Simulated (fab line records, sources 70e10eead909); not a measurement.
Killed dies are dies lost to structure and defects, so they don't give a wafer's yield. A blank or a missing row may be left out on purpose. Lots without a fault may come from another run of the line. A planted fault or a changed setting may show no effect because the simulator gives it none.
Which tool did it? | flow nand_harc | 21 lots, 63 wafers sampled, at 6 steps of a route of 1159

WHAT THE GAUGES READ, wafer by wafer
The record holds no reading of a measuring or inspecting step that can be judged against a usual standard deviation.

WHICH TOOL RAN EACH LOT (tool, then ch and the chambers of the sampled wafers, then the start)
lot  | NHARC_A_STAIRCASE_ETCH_197                    | NHARC_A_STAIRCASE_ETCH_199                    | NHARC_A_STAIRCASE_TRIM_233                    | NHARC_A_STAIRCASE_HM_OPEN_460                 | NHARC_A_STAIRCASE_ETCH_313         | NHARC_A_STAIRCASE_STRIP_475
L075 | rie_diel-12 ch 0,1,2, day 12 07:45 or earlier | rie_diel-12 ch 0,1,3, day 12 07:45 or earlier | rie_diel-01 ch 0,2,3, day 12 07:45 or earlier | rie_diel-12 ch 0,1,3, day 12 07:45 or earlier | rie_diel-01 ch 1,3, day 12 07:45   | rie_diel-01 ch 0,2, no start
L076 | rie_diel-01 ch 1,2, day 12 09:34 or earlier   | rie_diel-01 ch 1,2,3, day 12 09:34 or earlier | rie_diel-10 ch 0,1, day 12 09:34 or earlier   | rie_diel-10 ch 1,2,3, day 12 09:34 or earlier | rie_diel-12 ch 2,3, day 12 09:34   | rie_diel-01 ch 0,1,3, no start
L079 | rie_diel-12 ch 1,2,3, day 12 20:32 or earlier | rie_diel-12 ch 1,2, day 12 20:32 or earlier   | rie_diel-01 ch 2,3, day 12 20:32 or earlier   | rie_diel-12 ch 0,1,3, day 12 20:32 or earlier | rie_diel-01 ch 0,1, day 12 20:32   | rie_diel-01 ch 1,3, no start
L080 | rie_diel-10 ch 0,2, day 12 22:43 or earlier   | rie_diel-10 ch 0,1, day 12 22:43 or earlier   | rie_diel-10 ch 0,1,3, day 12 22:43 or earlier | rie_diel-12 ch 0,1,3, day 12 22:43 or earlier | rie_diel-12 ch 0,1,3, day 12 22:43 | rie_diel-10 ch 0,1,3, no start
L078 | rie_diel-12 ch 1,2,3, day 12 23:16 or earlier | rie_diel-12 ch 0,1,3, day 12 23:16 or earlier | rie_diel-10 ch 0,1,2, day 12 23:16 or earlier | rie_diel-01 ch 1,2,3, day 12 23:16 or earlier | rie_diel-10 ch 0,1,3, day 12 23:16 | rie_diel-10 ch 0,3, no start
L081 | rie_diel-10 ch 1,2,3, day 13 10:23 or earlier | rie_diel-10 ch 0,3, day 13 10:23 or earlier   | rie_diel-10 ch 0,2,3, day 13 10:23 or earlier | rie_diel-12 ch 1,2,3, day 13 10:23 or earlier | rie_diel-01 ch 1,2, day 13 10:23   | rie_diel-12 ch 0,2, no start
L083 | rie_diel-10 ch 1,2,3, day 13 23:38 or earlier | rie_diel-10 ch 1,2,3, day 13 23:38 or earlier | rie_diel-12 ch 1,2,3, day 13 23:38 or earlier | rie_diel-12 ch 0,1,2, day 13 23:38 or earlier | rie_diel-12 ch 0,1,3, day 13 23:38 | rie_diel-12 ch 1,2,3, no start
L082 | rie_diel-01 ch 0,3, day 14 00:34 or earlier   | rie_diel-01 ch 0,1,2, day 14 00:34 or earlier | rie_diel-10 ch 1,3, day 14 00:34 or earlier   | rie_diel-10 ch 0,3, day 14 00:34 or earlier   | rie_diel-01 ch 0,1,3, day 14 00:34 | rie_diel-01 ch 2,3, no start
L084 | rie_diel-10 ch 1,2,3, day 14 11:20 or earlier | rie_diel-10 ch 0,1,2, day 14 11:20 or earlier | rie_diel-10 ch 0,1,2, day 14 11:20 or earlier | rie_diel-10 ch 0,1, day 14 11:20 or earlier   | rie_diel-10 ch 0,1, day 14 11:20   | rie_diel-10 ch 2,3, day 16 08:52
L085 | rie_diel-10 ch 1,2,3, day 14 22:34 or earlier | rie_diel-10 ch 0,1, day 14 22:34 or earlier   | rie_diel-12 ch 0,1,3, day 14 22:34 or earlier | rie_diel-12 ch 1,2, day 14 22:34 or earlier   | rie_diel-01 ch 0,1,3, day 14 22:34 | rie_diel-10 ch 0,2,3, no start
L087 | rie_diel-10 ch 0,1, day 14 22:51 or earlier   | rie_diel-10 ch 1,2,3, day 14 22:51 or earlier | rie_diel-10 ch 0,1,3, day 14 22:51 or earlier | rie_diel-01 ch 0,1,2, day 14 22:51 or earlier | rie_diel-12 ch 0,1,2, day 14 22:51 | rie_diel-10 ch 0,1,2, no start
L086 | rie_diel-12 ch 0,3, day 14 23:01 or earlier   | rie_diel-12 ch 1,2, day 14 23:01 or earlier   | rie_diel-10 ch 0,1,3, day 14 23:01 or earlier | rie_diel-12 ch 0,1,3, day 14 23:01 or earlier | rie_diel-10 ch 0,3, day 14 23:01   | rie_diel-10 ch 0,1,2, no start
L089 | rie_diel-12 ch 0,1, day 15 18:27 or earlier   | rie_diel-12 ch 0,1,2, day 15 18:27 or earlier | rie_diel-12 ch 1,2,3, day 15 18:27 or earlier | rie_diel-12 ch 0,1,2, day 15 18:27 or earlier | rie_diel-01 ch 2,3, day 15 18:27   | rie_diel-12 ch 0,1,2, no start
L090 | rie_diel-01 ch 0,1, day 15 22:59 or earlier   | rie_diel-01 ch 1,2,3, day 15 22:59 or earlier | rie_diel-10 ch 0,3, day 15 22:59 or earlier   | rie_diel-12 ch 2,3, day 15 22:59 or earlier   | rie_diel-12 ch 0,1,3, day 15 22:59 | rie_diel-12 ch 2,3, no start
L091 | rie_diel-12 ch 2,3, day 16 00:01 or earlier   | rie_diel-12 ch 0,1, day 16 00:01 or earlier   | rie_diel-01 ch 0,1, day 16 00:01 or earlier   | rie_diel-01 ch 0,1, day 16 00:01 or earlier   | rie_diel-01 ch 1,2, day 16 00:01   | rie_diel-01 ch 0,3, no start
L093 | rie_diel-10 ch 0,2, day 16 05:12 or earlier   | rie_diel-10 ch 1,2, day 16 05:12 or earlier   | rie_diel-01 ch 1,2,3, day 16 05:12 or earlier | rie_diel-01 ch 1,2, day 16 05:12 or earlier   | rie_diel-01 ch 1,2,3, day 16 05:12 | rie_diel-10 ch 0,2, no start
L092 | rie_diel-01 ch 0,3, day 16 04:59 or earlier   | rie_diel-01 ch 2,3, day 16 04:59 or earlier   | rie_diel-10 ch 0,1,2, day 16 04:59 or earlier | rie_diel-01 ch 1,2,3, day 16 04:59 or earlier | rie_diel-12 ch 0,3, day 16 04:59   | rie_diel-10 ch 0,1,2, no start
L095 | rie_diel-01 ch 0,1,3, day 16 16:40 or earlier | rie_diel-01 ch 0,1, day 16 16:40 or earlier   | rie_diel-01 ch 2,3, day 16 16:40 or earlier   | rie_diel-10 ch 2,3, day 16 16:40 or earlier   | rie_diel-10 ch 1,2,3, day 16 16:40 | rie_diel-10 ch 0,2,3, no start
L094 | rie_diel-12 ch 1,2,3, day 16 19:45 or earlier | rie_diel-12 ch 2,3, day 16 19:45 or earlier   | rie_diel-01 ch 1,2,3, day 16 19:45 or earlier | rie_diel-10 ch 0,2, day 16 19:45 or earlier   | rie_diel-10 ch 2,3, day 16 19:45   | rie_diel-10 ch 1,2, no start
L096 | rie_diel-01 ch 0,2,3, day 16 18:12 or earlier | rie_diel-01 ch 0,2,3, day 16 18:12 or earlier | rie_diel-12 ch 0,1,3, day 16 18:12 or earlier | rie_diel-01 ch 0,2,3, day 16 18:12 or earlier | rie_diel-01 ch 0,2,3, day 16 18:12 | rie_diel-12 ch 0,2,3, no start
L097 | rie_diel-01 ch 0,2,3, day 17 19:49 or earlier | rie_diel-01 ch 0,1,3, day 17 19:49 or earlier | rie_diel-12 ch 0,2,3, day 17 19:49 or earlier | rie_diel-10 ch 1,2,3, day 17 19:49 or earlier | rie_diel-10 ch 0,2, day 17 19:49   | rie_diel-12 ch 0,1,3, no start
- NHARC_A_STAIRCASE_ETCH_197: etches the open film in C4F8/O2, target depth 100 nm, time 40.5 s.
- NHARC_A_STAIRCASE_ETCH_199: etches the open film in C4F8/O2, target depth 100 nm, time 40.5 s.
- NHARC_A_STAIRCASE_TRIM_233: chemistry O2, time 211.2 s.
- NHARC_A_STAIRCASE_HM_OPEN_460: chemistry O2/COS.
- NHARC_A_STAIRCASE_ETCH_313: etches the open film in CF4/CHF3.
- NHARC_A_STAIRCASE_STRIP_475: strips in O2, time 20 s.

WHAT THE TOOLS THEMSELVES READ (means of the sampled wafers that have a number; where no wafer has one, the mark that the record gives instead)
NHARC_A_STAIRCASE_ETCH_197. Usual: oes_product_au 0.948 a.u., standard deviation 0.015; rf_vpp_V 895 V, standard deviation 6.4.
lot  | tool        | oes_product_au (a.u.) | rf_vpp_V (V) | flag
L075 | rie_diel-12 | 0.968                 | 898          |
L076 | rie_diel-01 | 0.963                 | 896          |
L079 | rie_diel-12 | 0.931                 | 899          |
L080 | rie_diel-10 | 0.938                 | 891          |
L078 | rie_diel-12 | 0.973                 | 897          |
L081 | rie_diel-10 | 0.949                 | 891          |
L083 | rie_diel-10 | 0.957                 | 891          |
L082 | rie_diel-01 | 0.928                 | 892          |
L084 | rie_diel-10 | 0.941                 | 891          |
L085 | rie_diel-10 | 0.941                 | 891          |
L087 | rie_diel-10 | 0.963                 | 890          |
L086 | rie_diel-12 | 0.963                 | 905          |
L089 | rie_diel-12 | 0.953                 | 903          |
L090 | rie_diel-01 | 0.955                 | 893          |
L091 | rie_diel-12 | 0.951                 | 899          |
L093 | rie_diel-10 | 0.949                 | 891          |
L092 | rie_diel-01 | 0.939                 | 897          |
L095 | rie_diel-01 | 0.945                 | 894          |
L094 | rie_diel-12 | 0.920                 | 898          |
L096 | rie_diel-01 | 0.948                 | 894          |
L097 | rie_diel-01 | 0.943                 | 893          |

NHARC_A_STAIRCASE_ETCH_199. Usual: oes_product_au 0.945 a.u., standard deviation 0.012; rf_vpp_V 895 V, standard deviation 6.5.
lot  | tool        | oes_product_au (a.u.) | rf_vpp_V (V) | flag
L075 | rie_diel-12 | 0.959                 | 904          |
L076 | rie_diel-01 | 0.950                 | 899          |
L079 | rie_diel-12 | 0.936                 | 893          |
L080 | rie_diel-10 | 0.936                 | 891          |
L078 | rie_diel-12 | 0.964                 | 904          |
L081 | rie_diel-10 | 0.944                 | 894          |
L083 | rie_diel-10 | 0.954                 | 891          |
L082 | rie_diel-01 | 0.944                 | 894          |
L084 | rie_diel-10 | 0.955                 | 890          |
L085 | rie_diel-10 | 0.943                 | 891          |
L087 | rie_diel-10 | 0.951                 | 891          |
L086 | rie_diel-12 | 0.969                 | 891          |
L089 | rie_diel-12 | 0.929                 | 898          |
L090 | rie_diel-01 | 0.940                 | 898          |
L091 | rie_diel-12 | 0.934                 | 904          |
L093 | rie_diel-10 | 0.945                 | 888          |
L092 | rie_diel-01 | 0.938                 | 899          |
L095 | rie_diel-01 | 0.929                 | 891          |
L094 | rie_diel-12 | 0.948                 | 899          |
L096 | rie_diel-01 | 0.944                 | 895          |
L097 | rie_diel-01 | 0.947                 | 895          |

NHARC_A_STAIRCASE_TRIM_233. Usual: drypump_motor_current_A 5.6 A, standard deviation 0.5; mfc_ar_sccm 0.014 sccm, standard deviation 0.014; oes_product_au 1.001 a.u., standard deviation 0.0069; rf_vpp_V 57.7 V, standard deviation 0.82; showerhead_plenum_p_Torr 3.49 Torr, standard deviation 0.16; throttle_valve_pct 17.037 %, standard deviation 0.0097.
lot  | tool        | drypump_motor_current_A (A) | mfc_ar_sccm (sccm) | oes_product_au (a.u.) | rf_vpp_V (V) | showerhead_plenum_p_Torr (Torr) | throttle_valve_pct (%) | flag
L075 | rie_diel-01 | 6.4                         | 0.030              | 1.004                 | 58.2         | 3.51                            | 17.034                 |
L076 | rie_diel-10 | 5.7                         | 0.005              | 1.000                 | 58.8         | 3.41                            | 17.041                 |
L079 | rie_diel-01 | 6.5                         | 0.038              | 1.005                 | 57.6         | 3.58                            | 17.042                 |
L080 | rie_diel-10 | 5.5                         | 0.015              | 1.005                 | 57.3         | 3.42                            | 17.035                 |
L078 | rie_diel-10 | 5.6                         | 0.005              | 1.001                 | 56.8         | 3.37                            | 17.025                 |
L081 | rie_diel-10 | 5.3                         | 0.010              | 0.997                 | 57.9         | 3.42                            | 17.032                 |
L083 | rie_diel-12 | 5.2                         | 0.007              | 0.995                 | 58.3         | 3.59                            | 17.041                 |
L082 | rie_diel-10 | 5.6                         | 0.020              | 1.001                 | 57.4         | 3.38                            | 17.028                 |
L084 | rie_diel-10 | 5.6                         | 0.005              | 1.004                 | 57.8         | 3.37                            | 17.040                 |
L085 | rie_diel-12 | 5.4                         | 0.011              | 0.998                 | 58.6         | 3.75                            | 17.035                 |
L087 | rie_diel-10 | 5.5                         | 0.015              | 0.996                 | 57.3         | 3.41                            | 17.040                 |
L086 | rie_diel-10 | 5.5                         | 0.015              | 1.000                 | 57.2         | 3.41                            | 17.042                 |
L089 | rie_diel-12 | 5.2                         | 0.007              | 1.003                 | 58.3         | 3.58                            | 17.034                 |
L090 | rie_diel-10 | 5.4                         | 0.010              | 0.999                 | 57.5         | 3.44                            | 17.040                 |
L091 | rie_diel-01 | 6.1                         | 0.014              | 1.005                 | 57.4         | 3.37                            | 17.033                 |
L093 | rie_diel-01 | 6.2                         | 0.023              | 1.008                 | 57.8         | 3.58                            | 17.035                 |
L092 | rie_diel-10 | 5.6                         | 0.005              | 0.998                 | 57.1         | 3.36                            | 17.038                 |
L095 | rie_diel-01 | 6.5                         | 0.038              | 0.999                 | 57.4         | 3.56                            | 17.039                 |
L094 | rie_diel-01 | 6.2                         | 0.023              | 1.000                 | 57.9         | 3.58                            | 17.041                 |
L096 | rie_diel-12 | 5.4                         | 0.011              | 0.995                 | 58.8         | 3.74                            | 17.044                 |
L097 | rie_diel-12 | 5.3                         | 0.014              | 1.003                 | 57.6         | 3.78                            | 17.035                 |

NHARC_A_STAIRCASE_HM_OPEN_460. Usual: drypump_motor_current_A 5.7 A, standard deviation 0.55; mfc_ar_sccm 0.016 sccm, standard deviation 0.014; oes_product_au 1.003 a.u., standard deviation 0.0062; rf_vpp_V 467 V, standard deviation 3.5; showerhead_plenum_p_Torr 3.13 Torr, standard deviation 0.16; throttle_valve_pct 28.329 %, standard deviation 0.0094.
lot  | tool        | drypump_motor_current_A (A) | mfc_ar_sccm (sccm) | oes_product_au (a.u.) | rf_vpp_V (V) | showerhead_plenum_p_Torr (Torr) | throttle_valve_pct (%) | flag
L075 | rie_diel-12 | 5.4                         | 0.011              | 1.010                 | 472          | 3.33                            | 28.333                 |
L076 | rie_diel-10 | 5.4                         | 0.015              | 0.998                 | 464          | 3.00                            | 28.327                 |
L079 | rie_diel-12 | 5.4                         | 0.011              | 1.007                 | 471          | 3.33                            | 28.322                 |
L080 | rie_diel-12 | 5.4                         | 0.011              | 1.005                 | 471          | 3.33                            | 28.328                 |
L078 | rie_diel-01 | 6.2                         | 0.023              | 1.002                 | 468          | 3.18                            | 28.330                 |
L081 | rie_diel-12 | 5.1                         | 0.007              | 1.005                 | 469          | 3.18                            | 28.334                 |
L083 | rie_diel-12 | 5.2                         | 0.016              | 0.994                 | 468          | 3.18                            | 28.326                 |
L082 | rie_diel-10 | 5.4                         | 0.010              | 0.999                 | 465          | 3.05                            | 28.327                 |
L084 | rie_diel-10 | 5.8                         | 0.011              | 1.007                 | 465          | 2.97                            | 28.328                 |
L085 | rie_diel-12 | 5.1                         | 0.009              | 1.006                 | 467          | 3.14                            | 28.334                 |
L087 | rie_diel-01 | 6.2                         | 0.022              | 0.994                 | 466          | 3.06                            | 28.323                 |
L086 | rie_diel-12 | 5.4                         | 0.011              | 0.996                 | 472          | 3.32                            | 28.326                 |
L089 | rie_diel-12 | 5.2                         | 0.016              | 1.002                 | 468          | 3.17                            | 28.336                 |
L090 | rie_diel-12 | 5.2                         | 0.005              | 0.998                 | 468          | 3.20                            | 28.337                 |
L091 | rie_diel-01 | 6.2                         | 0.014              | 1.004                 | 464          | 2.98                            | 28.336                 |
L093 | rie_diel-01 | 6.3                         | 0.029              | 1.009                 | 468          | 3.12                            | 28.327                 |
L092 | rie_diel-01 | 6.2                         | 0.023              | 1.011                 | 468          | 3.17                            | 28.332                 |
L095 | rie_diel-10 | 5.2                         | 0.010              | 1.004                 | 465          | 2.98                            | 28.323                 |
L094 | rie_diel-10 | 5.5                         | 0.000              | 1.002                 | 464          | 3.00                            | 28.330                 |
L096 | rie_diel-01 | 6.4                         | 0.030              | 0.999                 | 467          | 3.08                            | 28.337                 |
L097 | rie_diel-10 | 5.4                         | 0.015              | 0.996                 | 464          | 2.98                            | 28.334                 |

NHARC_A_STAIRCASE_ETCH_313. Usual: drypump_motor_current_A 5.7 A, standard deviation 0.54; mfc_ar_sccm 0.016 sccm, standard deviation 0.014; oes_product_au 0.934 a.u., standard deviation 0.018; rf_vpp_V 370.6 V, standard deviation 2.9; showerhead_plenum_p_Torr 1.58 Torr, standard deviation 0.083; throttle_valve_pct 16.800 %, standard deviation 0.0087.
lot  | tool        | drypump_motor_current_A (A) | mfc_ar_sccm (sccm) | oes_product_au (a.u.) | rf_vpp_V (V) | showerhead_plenum_p_Torr (Torr) | throttle_valve_pct (%) | flag
L075 | rie_diel-01 | 5.9                         | 0.009              | 0.923                 | 371.5        | 1.61                            | 16.793                 |
L076 | rie_diel-12 | 5.1                         | 0.009              | 0.979                 | 369.0        | 1.54                            | 16.804                 |
L079 | rie_diel-01 | 5.9                         | 0.007              | 0.964                 | 369.8        | 1.55                            | 16.798                 |
L080 | rie_diel-12 | 5.4                         | 0.011              | 0.929                 | 374.1        | 1.68                            | 16.804                 |
L078 | rie_diel-10 | 5.5                         | 0.015              | 0.923                 | 368.7        | 1.52                            | 16.800                 |
L081 | rie_diel-01 | 6.3                         | 0.029              | 0.920                 | 370.9        | 1.58                            | 16.814                 |
L083 | rie_diel-12 | 5.4                         | 0.011              | 0.929                 | 374.8        | 1.68                            | 16.801                 |
L082 | rie_diel-01 | 6.1                         | 0.016              | 0.950                 | 369.9        | 1.57                            | 16.806                 |
L084 | rie_diel-10 | 5.8                         | 0.011              | 0.927                 | 368.7        | 1.50                            | 16.794                 |
L085 | rie_diel-01 | 6.1                         | 0.016              | 0.948                 | 370.7        | 1.56                            | 16.794                 |
L087 | rie_diel-12 | 5.2                         | 0.016              | 0.928                 | 371.5        | 1.60                            | 16.798                 |
L086 | rie_diel-10 | 5.4                         | 0.010              | 0.926                 | 369.4        | 1.54                            | 16.798                 |
L089 | rie_diel-01 | 6.5                         | 0.038              | 0.931                 | 371.3        | 1.59                            | 16.792                 |
L090 | rie_diel-12 | 5.4                         | 0.011              | 0.930                 | 374.1        | 1.67                            | 16.797                 |
L091 | rie_diel-01 | 6.0                         | 0.015              | 0.926                 | 371.6        | 1.58                            | 16.796                 |
L093 | rie_diel-01 | 6.2                         | 0.023              | 0.931                 | 371.9        | 1.60                            | 16.802                 |
L092 | rie_diel-12 | 5.5                         | 0.019              | 0.925                 | 374.4        | 1.68                            | 16.800                 |
L095 | rie_diel-10 | 5.4                         | 0.015              | 0.920                 | 368.2        | 1.50                            | 16.803                 |
L094 | rie_diel-10 | 5.2                         | 0.010              | 0.928                 | 369.2        | 1.50                            | 16.802                 |
L096 | rie_diel-01 | 6.4                         | 0.030              | 0.927                 | 369.7        | 1.55                            | 16.806                 |
L097 | rie_diel-10 | 5.5                         | 0.000              | 0.924                 | 368.4        | 1.51                            | 16.801                 |

NHARC_A_STAIRCASE_STRIP_475. Usual: drypump_motor_current_A 5.6 A, standard deviation 0.52; mfc_ar_sccm 0.014 sccm, standard deviation 0.014; oes_product_au 1.000 a.u., standard deviation 0.0069; rf_vpp_V 57.7 V, standard deviation 0.88; showerhead_plenum_p_Torr 3.51 Torr, standard deviation 0.18; throttle_valve_pct 17.036 %, standard deviation 0.0085.
lot  | tool        | drypump_motor_current_A (A) | mfc_ar_sccm (sccm) | oes_product_au (a.u.) | rf_vpp_V (V) | showerhead_plenum_p_Torr (Torr) | throttle_valve_pct (%) | flag
L075 | rie_diel-01 | 6.5                         | 0.029              | 0.996                 | 57.2         | 3.37                            | 17.031                 |
L076 | rie_diel-01 | 6.1                         | 0.016              | 1.005                 | 57.0         | 3.51                            | 17.039                 |
L079 | rie_diel-01 | 5.9                         | 0.009              | 0.996                 | 58.2         | 3.60                            | 17.033                 |
L080 | rie_diel-10 | 5.5                         | 0.015              | 1.001                 | 57.4         | 3.41                            | 17.028                 |
L078 | rie_diel-10 | 5.4                         | 0.010              | 0.998                 | 57.8         | 3.44                            | 17.045                 |
L081 | rie_diel-12 | 5.0                         | 0.019              | 0.998                 | 57.5         | 3.45                            | 17.036                 |
L083 | rie_diel-12 | 5.1                         | 0.007              | 1.003                 | 57.9         | 3.58                            | 17.034                 |
L082 | rie_diel-01 | 6.5                         | 0.038              | 1.000                 | 57.0         | 3.56                            | 17.027                 |
L084 | rie_diel-10 | 5.1                         | 0.019              | 1.008                 | 58.4         | 3.42                            | 17.035                 |
L085 | rie_diel-10 | 5.3                         | 0.010              | 0.999                 | 57.4         | 3.40                            | 17.034                 |
L087 | rie_diel-10 | 5.6                         | 0.005              | 1.001                 | 57.9         | 3.35                            | 17.044                 |
L086 | rie_diel-10 | 5.6                         | 0.005              | 0.998                 | 57.2         | 3.35                            | 17.038                 |
L089 | rie_diel-12 | 5.2                         | 0.016              | 0.997                 | 57.2         | 3.75                            | 17.041                 |
L090 | rie_diel-12 | 5.2                         | 0.005              | 1.009                 | 58.6         | 3.78                            | 17.030                 |
L091 | rie_diel-01 | 6.3                         | 0.024              | 0.994                 | 57.3         | 3.53                            | 17.032                 |
L093 | rie_diel-10 | 5.4                         | 0.000              | 1.007                 | 56.8         | 3.35                            | 17.035                 |
L092 | rie_diel-10 | 5.6                         | 0.005              | 0.996                 | 57.1         | 3.35                            | 17.038                 |
L095 | rie_diel-10 | 5.3                         | 0.010              | 1.008                 | 57.4         | 3.39                            | 17.036                 |
L094 | rie_diel-10 | 5.5                         | 0.005              | 0.993                 | 56.8         | 3.32                            | 17.035                 |
L096 | rie_diel-12 | 5.3                         | 0.014              | 1.003                 | 58.0         | 3.78                            | 17.040                 |
L097 | rie_diel-12 | 5.4                         | 0.011              | 1.005                 | 57.8         | 3.73                            | 17.033                 |

THE ANSWER, worked out from the rows above alone
Rule: a lot is off if the mean of its wafers that have a number lies more than 3 standard deviations from the usual mean. A lot without any number at a reading at which 4 lots or more have one is off too. The other lots that the step has rows for count as sound. The gauges are gone through in route order, then the tools' own readings, and for those a lot's mean is taken as printed above. The first step at which some lot is off is used, and at that step the reading that is off furthest; a lot without a number counts as furthest.
No lot is off at any reading shown: from this, nothing can be told.

WHAT THE SIMULATOR HAD PUT IN
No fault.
